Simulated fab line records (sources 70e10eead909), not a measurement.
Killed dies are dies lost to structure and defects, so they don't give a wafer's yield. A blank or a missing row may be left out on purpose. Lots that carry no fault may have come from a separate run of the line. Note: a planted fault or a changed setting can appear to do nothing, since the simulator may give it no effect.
fab line records	flow nand-harc
[record] lots = 12	wafers = 36	last-day = 34
route steps=1302 shown A_SGD_CUT@903 A_SLIT@922 END@1302
lots that met no fault: taken from a fault-free run of the same line
start-h: the number of hours between the record's first day and the start of the first shown wafer of the lot	wait-h: hours elapsed since this lot's preceding step	" same as the row above	L1.1+2: a single row standing in for several wafers	- either no value or no given start	* or withheld: withheld	< > ~ a bound
route shown NAME@n: a module of which the file shows steps, and the number in the route of the first	usual: average and standard deviation across the fault-free wafers	same: alike in all rows	chamber/n: place in a boat	sites: readings site by site	_std_site: standard deviation across them	_edge_site: mean of outer sites minus mean of inner sites	radius-mm: how far each site lies from the wafer's centre	mask NAME#n: copy n	behind: the tool/chamber that last shaped the wafer	hold: the reason the lot was held/the length of the hold in hours/how it ended	device: the transistor (n, p or np) that didn't switch	end of line: the route-end tests of the same wafers	a step given without rows: its recipe and nothing more	killed: at the first sort, the dies lost to defects and structure; wafer yield is something else	map: the dies of a wafer, with x for killed, . for not killed, _ for no die there
set.NAME: the setting the step ran with; set.NAME@STEP: the setting that earlier step ran with	model.NAME: the simulator's own value behind a step, which no gauge read
one table for each step of the route and one row for each wafer, over a sample of lots
services: a tool's chamber out of use, with start hour (start-h, from the record's first day; less than 0 if before it), hours out, and reason
[[steps]]
[step NHARC_A_SGD_CUT_INSPECT_11]
[usual] raw-defect-count = 51/24
lot.wafer	tool	chamber	start-h	wait-h	raw-defect-count
L294.1	defect-inspect-02	-	431.39	0.0	103
L294.2	"	-	"	"	106
L294.4	"	-	"	"	96
L305.2	defect-inspect-01	-	548.19	0.0	59
L305.3	"	-	"	"	59
L305.6	"	-	"	"	61
L307.4	defect-inspect-02	-	552.25	0.0	47
L307.5	"	-	"	"	25
L307.6	"	-	"	"	29
L306.1	defect-inspect-01	-	562.65	0.0	25
L306.3	"	-	"	"	32
L306.4	"	-	"	"	16
L308.2	defect-inspect-02	-	563.73	0.0	43
L308.4	"	-	"	"	48
L308.5	"	-	"	"	50
L309.1	defect-inspect-02	-	565.39	0.0	57
L309.2	"	-	"	"	51
L309.4	"	-	"	"	62
L311.2	defect-inspect-02	-	598.10	0.0	47
L311.3	"	-	"	"	52
L311.6	"	-	"	"	58
L310.1	defect-inspect-02	-	598.40	0.0	17
L310.3	"	-	"	"	17
L310.4	"	-	"	"	18
L312.2	defect-inspect-01	-	605.15	0.0	52
L312.3	"	-	"	"	42
L312.5	"	-	"	"	48
L316.2	defect-inspect-02	-	645.40	0.0	51
L316.4	"	-	"	"	62
L316.6	"	-	"	"	42
L315.2	defect-inspect-02	-	645.59	0.0	26
L315.4	"	-	"	"	28
L315.5	"	-	"	"	28
L317.1	defect-inspect-02	-	679.05	0.0	31
L317.3	"	-	"	"	32
L317.5	"	-	"	"	33
[step NHARC_A_SGD_CUT_ETCHBACK_24]
[recipe] target-depth-a = 500	over-etch-frac = 0.3	time-s = 92.857	ion-energy-ev = 120	ch3f-flow-sccm = 50	o2-flow-sccm = 30	ar-flow-sccm = 200	rf-w = 500	bias-w = 100	chemistry = CH3F/O2
[usual] drypump-motor-current-A = 5.7/0.46	mfc-ar-sccm = 200.0/0.61	o2-flow-sccm = 29.99/0.086	oes-product-au = 0.97/0.035	rf-vpp-V = 244.4/1.7	showerhead-plenum-p-Torr = 2.47/0.11	throttle-valve-pct = 20.663/0.0092
lot.wafer	tool	chamber	start-h	wait-h	drypump-motor-current-A	mfc-ar-sccm	o2-flow-sccm	oes-product-au	rf-hours-counter-h	rf-vpp-V	showerhead-plenum-p-Torr	throttle-valve-pct
L294.4	rie-diel-02	3	437.74	0.2	5.8	201.4	30.00	0.99	4	242.9	2.31	20.647
L294.1	"	0	"	"	5.9	200.0	30.04	1.00	4	243.8	2.43	20.660
L294.2	"	1	"	"	6.1	199.4	29.94	1.02	3	245.6	2.59	20.658
L305.3	rie-diel-02	3	554.39	0.1	5.8	200.7	29.99	0.98	14	241.3	2.30	20.659
L305.2	"	1	"	"	6.2	201.5	30.04	1.01	13	244.8	2.59	20.670
L305.6	"	3	"	"	5.8	200.9	29.92	0.98	-	241.5	2.30	20.677
L307.4	rie-diel-09	3	559.12	0.2	4.9	201.0	30.11	0.93	3	244.9	2.55	20.665
L307.5	"	0	"	"	5.5	199.6	29.99	0.92	-	243.3	2.34	20.657
L307.6	"	1	"	"	5.7	199.2	30.01	0.93	-	243.3	2.42	20.666
L306.1	rie-diel-11	3	568.94	0.1	5.5	199.4	29.97	0.98	8	245.9	2.58	20.652
L306.3	"	0	"	"	5.4	199.9	30.06	0.98	9	240.9	2.30	20.675
L306.4	"	2	"	"	6.0	200.6	29.88	0.99	8	245.7	2.52	20.655
L309.1	rie-diel-02	3	568.95	0.1	5.8	199.6	29.81	0.99	16	241.8	2.30	20.665
L309.2	"	1	"	"	6.1	198.8	30.12	1.01	15	244.9	2.59	20.667
L309.4	"	1	"	"	6.1	199.4	30.03	1.00	-	246.2	2.59	20.672
L308.2	rie-diel-09	0	568.96	0.2	5.5	200.3	29.81	0.99	4	243.2	2.34	20.666
L308.4	"	2	"	"	5.3	200.8	30.01	1.02	2	245.3	2.58	20.667
L308.5	"	3	"	"	4.9	199.3	29.95	1.00	-	246.2	2.55	20.688
L311.2	rie-diel-09	3	604.40	0.1	4.9	199.5	30.16	0.92	5	245.7	2.55	20.672
L311.3	"	1	"	"	5.7	199.7	29.92	0.93	4	245.0	2.42	20.648
L311.6	"	0	"	"	5.5	199.8	29.92	0.92	-	242.6	2.34	20.660
L310.3	rie-diel-11	3	604.40	0.1	5.4	200.1	29.95	0.99	9	245.9	2.58	20.661
L310.1	"	1	"	"	6.7	200.9	30.01	0.98	11	243.5	2.42	20.664
L310.4	"	2	"	"	5.9	199.4	30.08	1.00	10	243.6	2.52	20.668
L312.2	rie-diel-02	1	611.81	0.1	6.1	200.3	29.89	1.01	3	245.3	2.59	20.650
L312.3	"	2	"	"	5.3	200.2	29.92	1.00	3	245.9	2.62	20.657
L312.5	"	2	"	"	5.2	200.7	29.87	1.00	-	246.1	2.62	20.661
L316.2	rie-diel-09	3	651.83	0.1	4.9	200.4	29.86	1.00	7	247.0	2.55	20.643
L316.4	"	0	"	"	5.5	199.2	29.96	1.00	7	243.2	2.34	20.673
L316.6	"	0	"	"	5.5	199.2	29.85	1.00	-	242.0	2.34	20.649
L315.2	rie-diel-11	1	651.84	0.1	6.7	199.6	30.01	0.98	3	244.8	2.42	20.675
L315.4	"	3	"	"	5.5	201.0	29.92	1.00	3	245.8	2.58	20.654
L315.5	"	2	"	"	5.9	199.8	30.05	1.00	-	244.9	2.52	20.683
L317.3	rie-diel-11	3	685.52	0.2	5.4	201.1	30.06	0.94	5	246.9	2.58	20.670
L317.1	"	0	"	"	5.4	199.6	29.97	0.93	4	241.8	2.30	20.668
L317.5	"	3	"	"	5.4	199.9	29.89	0.94	-	246.4	2.58	20.667
[step NHARC_A_SLIT_DEP_25]
[recipe] target-thk-a = 2000	temp-c = 400	pressure-torr = 6.5	rf-w = 900	teos-flow-sccm = 161.4	flow-sccm = 2650	target-thk-nm = 200	gas = O2	material = SiO2
[usual] chamber-pressure-Torr = 6.499/0.015	flow-sccm = 2651/7.5	heater-power-w = 550/84	susceptor-temp-C = 399.97/0.26	throttle-valve-pct = 15.8/0.44
lot.wafer	tool	chamber	start-h	wait-h	chamber-pressure-Torr	flow-sccm	heater-power-w	susceptor-temp-C	throttle-valve-pct
L294.2	pecvd-01	2	438.08	0.1	6.493	2654	522	399.85	15.9
L294.1	"	0	"	"	6.514	2645	510	400.11	14.9
L294.4	"	2	"	"	6.499	2640	543	399.86	16.0
L305.3	pecvd-02	2	554.70	0.1	6.509	2648	508	400.16	15.9
L305.2	"	0	"	"	6.492	2650	712	399.66	16.0
L305.6	"	1	"	"	6.513	2653	410	399.99	15.8
L307.5	pecvd-01	1	559.50	0.2	6.493	2648	546	400.24	16.4
L307.4	"	2	"	"	6.510	2648	497	399.51	16.1
L307.6	"	0	"	"	6.497	2660	609	399.70	15.2
L306.3	pecvd-02	2	569.25	0.1	6.494	2643	619	400.37	15.8
L306.1	"	0	"	"	6.487	2655	635	399.97	16.0
L306.4	"	1	"	"	6.493	2659	494	400.47	15.5
L309.1	pecvd-03	2	569.29	0.1	6.507	2645	628	400.05	15.8
L309.2	"	0	"	"	6.497	2656	536	399.99	16.0
L309.4	"	0	"	"	6.487	2656	406	399.98	16.1
L308.2	pecvd-01	0	569.33	0.1	6.492	2654	595	400.05	15.0
L308.5	"	1	"	"	6.485	2655	457	399.94	16.2
L308.4	"	0	"	"	6.487	2647	614	400.30	15.2
L311.3	pecvd-03	1	604.72	0.1	6.511	2649	623	400.01	15.6
L311.2	"	2	"	"	6.483	2650	615	399.71	16.0
L311.6	"	0	"	"	6.490	2655	492	400.01	16.2
L310.3	pecvd-02	1	604.72	0.1	6.504	2650	347	399.94	14.9
L310.1	"	0	"	"	6.512	2652	707	399.86	15.9
L310.4	"	1	"	"	6.522	2659	369	400.06	15.2
L312.3	pecvd-01	0	612.12	0.1	6.474	2664	564	399.90	15.2
L312.2	"	2	"	"	6.478	2661	491	399.64	16.3
L312.5	"	0	"	"	6.490	2659	577	399.62	15.4
L316.2	pecvd-02	2	652.22	0.1	6.488	2645	613	400.04	15.8
L316.4	"	1	"	"	6.507	2657	395	399.90	15.4
L316.6	"	2	"	"	6.492	2658	626	400.48	15.8
L315.2	pecvd-03	0	652.23	0.1	6.484	2653	432	400.81	16.3
L315.4	"	1	"	"	6.514	2646	614	400.15	15.5
L315.5	"	2	"	"	6.522	2655	610	400.13	16.2
L317.1	pecvd-02	2	685.81	0.1	6.487	2650	652	400.20	15.8
L317.3	"	0	"	"	6.496	2660	669	399.95	16.4
L317.5	"	2	"	"	6.520	2646	640	400.10	15.6
[step NHARC_A_SLIT_DEP_00]
[recipe] target-thk-a = 62000	temp-c = 400	material = aC
[usual] susceptor-temp-C = 400.03/0.21	throttle-valve-pct = 34.999/0.01
lot.wafer	tool	chamber	start-h	wait-h	susceptor-temp-C	throttle-valve-pct
L294.1	acl-dep-01	0	440.15	-	-	35.005
L294.2	"	0	"	"	-	35.013
L294.4	"	0	442.00	-	-	35.000
L305.2	acl-dep-03	-	557.97	-	-	-
L305.3	"	-	"	"	-	-
L305.6	"	-	560.51	-	-	-
L307.4	acl-dep-02	0	567.45	-	399.79	35.000
L307.5	"	0	"	"	400.04	35.007
L307.6	"	0	"	"	400.10	35.001
L306.1	acl-dep-02	-	569.59	-	-	-
L306.3	"	-	570.86	-	-	-
L306.4	"	-	"	"	-	-
L308.2	acl-dep-03	0	570.21	-	-	34.988
L308.4	"	0	571.46	-	-	34.991
L308.5	"	0	"	"	-	35.020
L309.1	acl-dep-01	0	570.83	1.5	400.14	34.993
L309.2	"	0	"	"	400.14	35.002
L309.4	"	0	572.71	3.2	400.28	35.005
L311.2	acl-dep-03	0	608.42	-	400.31	34.982
L311.3	"	0	"	"	400.60	34.991
L311.6	"	0	610.94	-	400.32	34.989
L310.1	acl-dep-01	0	609.41	-	400.32	34.991
L310.3	"	0	610.67	-	400.10	35.011
L310.4	"	0	"	"	400.47	34.999
L312.2	acl-dep-03	0	621.94	-	399.95	34.995
L312.3	"	0	"	"	399.68	34.988
L312.5	"	0	623.83	-	400.05	34.992
L316.2	acl-dep-03	0	653.10	-	400.07	34.998
L316.4	"	0	654.36	-	399.98	35.003
L316.6	"	0	655.61	-	400.27	34.997
L315.2	acl-dep-01	0	653.83	-	399.99	35.000
L315.4	"	0	655.08	-	400.10	34.987
L315.5	"	0	"	"	400.03	34.993
L317.1	acl-dep-02	0	687.62	-	399.95	35.002
L317.3	"	0	688.87	-	400.56	34.983
L317.5	"	0	690.13	-	400.00	34.991
[step NHARC_A_SLIT_CD_MEAS_21]
[usual] cd-nm = 289.6/0.76
lot.wafer	tool	chamber	start-h	wait-h	cd-nm
L294.1	cd-sem-01	-	451.03	-	288.3
L294.2	"	-	"	"	289.5
L294.4	"	-	"	"	290.0
L305.2	cd-sem-01	-	568.36	-	-
L305.3	"	-	"	"	-
L305.6	"	-	"	"	-
L307.4	cd-sem-02	-	576.69	-	288.4
L307.5	"	-	"	"	288.0
L307.6	"	-	"	"	289.1
L308.2	cd-sem-03	-	580.55	-	289.6
L308.4	"	-	"	"	289.2
L308.5	"	-	"	"	289.2
L306.1	cd-sem-02	-	580.76	-	-
L306.3	"	-	"	"	-
L306.4	"	-	"	"	-
L309.1	cd-sem-02	-	584.38	-	289.3
L309.2	"	-	"	"	288.8
L309.4	"	-	"	"	289.8
L311.2	cd-sem-01	-	618.71	-	290.6
L311.3	"	-	"	"	290.7
L311.6	"	-	"	"	289.4
L310.1	cd-sem-01	-	620.41	-	290.0
L310.3	"	-	"	"	289.5
L310.4	"	-	"	"	289.2
L312.2	cd-sem-03	-	632.49	-	289.2
L312.3	"	-	"	"	288.6
L312.5	"	-	"	"	288.6
L316.2	cd-sem-02	-	664.68	-	290.2
L316.4	"	-	"	"	289.7
L316.6	"	-	"	"	291.3
L315.2	cd-sem-03	-	666.01	-	289.5
L315.4	"	-	"	"	289.2
L315.5	"	-	"	"	289.2
L317.1	cd-sem-02	-	703.48	-	290.9
L317.3	"	-	"	"	289.4
L317.5	"	-	"	"	289.5
[step NHARC_END_SORT_01]
[recipe] temp-c = 25
[usual] killed-at-array = 55/15	killed-at-other = 1.0/1.2	killed-at-periphery = 3.4/2.2	killed-dies = 59/15	killed-open = 3.2/2	killed-short = 2.5/1.7
[same] gross-dies = 677
lot.wafer	tool	chamber	start-h	wait-h	killed-at-array	killed-at-other	killed-at-periphery	killed-dies	killed-open	killed-short
L305.2	prober-02	0	678.39	2.8	675	0	2	677	0	1
L305.3	prober-02	0	679.18	3.1	677	0	0	677	0	0
L305.6	prober-02	0	681.55	3.9	677	0	0	677	2	0
L306.1	prober-01	0	696.22	2.5	677	0	0	677	0	0
L306.3	prober-01	0	697.82	3.1	675	0	2	677	1	2
L306.4	prober-01	0	698.62	3.4	676	1	0	677	2	0
// killed by level:class
L305.2 A_SLIT:lost-pattern=661 A_CHANNEL_HOLE_D1:chamber-film-flake=7 A_SLIT:chamber-film-flake=6 P_GATE:chamber-film-flake=2 A_CHANNEL_HOLE_D2:geometric-particle:short=1
L305.3 A_SLIT:lost-pattern=666 A_SLIT:chamber-film-flake=6 A_CHANNEL_HOLE_D1:chamber-film-flake=4 A_CONTACT:chamber-film-flake=1
L305.6 A_SLIT:lost-pattern=663 A_CHANNEL_HOLE_D1:chamber-film-flake=6 A_SLIT:chamber-film-flake=5 A_CHANNEL_FILL_D1:geometric-particle:open=1 A_BLC:geometric-particle:open=1 A_ZERO_WELL:chamber-film-flake=1
L306.1 A_SLIT:lost-pattern=672 A_CHANNEL_HOLE_D1:chamber-film-flake=3 A_SLIT:chamber-film-flake=2
L306.3 A_SLIT:lost-pattern=667 A_SLIT:chamber-film-flake=3 A_CHANNEL_FILL_D2:chamber-film-flake=2 P_CONTACT:geometric-particle:open=1 P_M0:geometric-particle:short=1 A_ONON_D1:geometric-particle:short=1 A_CHANNEL_HOLE_D1:chamber-film-flake=1 A_CONTACT:chamber-film-flake=1
L306.4 A_SLIT:lost-pattern=663 A_SLIT:chamber-film-flake=8 A_CONTACT:chamber-film-flake=2 A_ONON_D1:geometric-particle:open=1 A_CHANNEL_FILL_D1:geometric-particle:open=1 A_CHANNEL_HOLE_D1:chamber-film-flake=1 THIN_TSV:chamber-film-flake=1
[[services]]
tool	chamber	start-h	hours	kind
rie-diel-11	0	422.54	20.2	repair
rie-diel-11	-	432.50	9.0	pm
pecvd-01	-	436.02	0.5	repair
pecvd-01	-	456.57	1.1	repair
acl-dep-03	-	481.53	13.0	pm
pecvd-02	0	485.00	10.6	repair
rie-diel-09	-	487.98	0.5	repair
pecvd-01	-	492.54	13.0	pm
rie-diel-09	-	497.10	9.0	pm
pecvd-01	-	520.56	2.8	repair
rie-diel-09	-	525.22	0.2	repair
rie-diel-09	-	529.65	0.7	repair
rie-diel-09	2	545.26	13.2	repair
acl-dep-01	-	553.32	13.0	pm
rie-diel-02	0	568.53	3.7	repair
rie-diel-02	-	570.70	9.0	pm
pecvd-02	-	589.45	13.0	pm
pecvd-01	-	595.03	0.8	repair
rie-diel-11	-	609.50	9.0	pm
rie-diel-11	0	629.64	7.3	repair
rie-diel-11	3	634.94	4.3	repair
rie-diel-02	1	638.88	25.5	repair
rie-diel-02	-	653.56	0.1	repair
acl-dep-03	-	662.53	13.0	pm
[[key]]
[first-sign] step = NHARC_A_SLIT_DEP_00	reading = tool-record	direction = missing
[effect] step = NHARC_A_SLIT_CD_MEAS_21	reading = cd-nm	direction = missing
[effect] step = NHARC_END_SORT_01	reading = killed-dies	direction = up	sigmas = 42	usual = 59	struck = 677
met-at NHARC_A_SLIT_DEP_00
struck-lots L305,L306
later-rows-left-out L305.2,L305.3,L305.6,L306.1,L306.3,L306.4
tester-left-out L305,L306
not-acting-at NHARC_A_SGD_CUT_INSPECT_11,NHARC_A_SGD_CUT_ETCHBACK_24,NHARC_A_SLIT_DEP_25
[fault] kind = skipped-step-whole	tool = acl-dep-02,acl-dep-03	chamber = -	onset-h = 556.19	steps = NHARC_A_SLIT_DEP_00	scope = struck-lots-only
// tester-left-out: of these lots the tester's yield and bins aren't shown, on N5 and GAA mostly nor the transistor test; their killed dies are dies lost to structure and defects alone, not to doping, threshold or leakage, so they don't give the yield
// later-rows-left-out: the simulator's readings of these wafers behind a module that went badly wrong aren't trusted and aren't shown, but for the sort
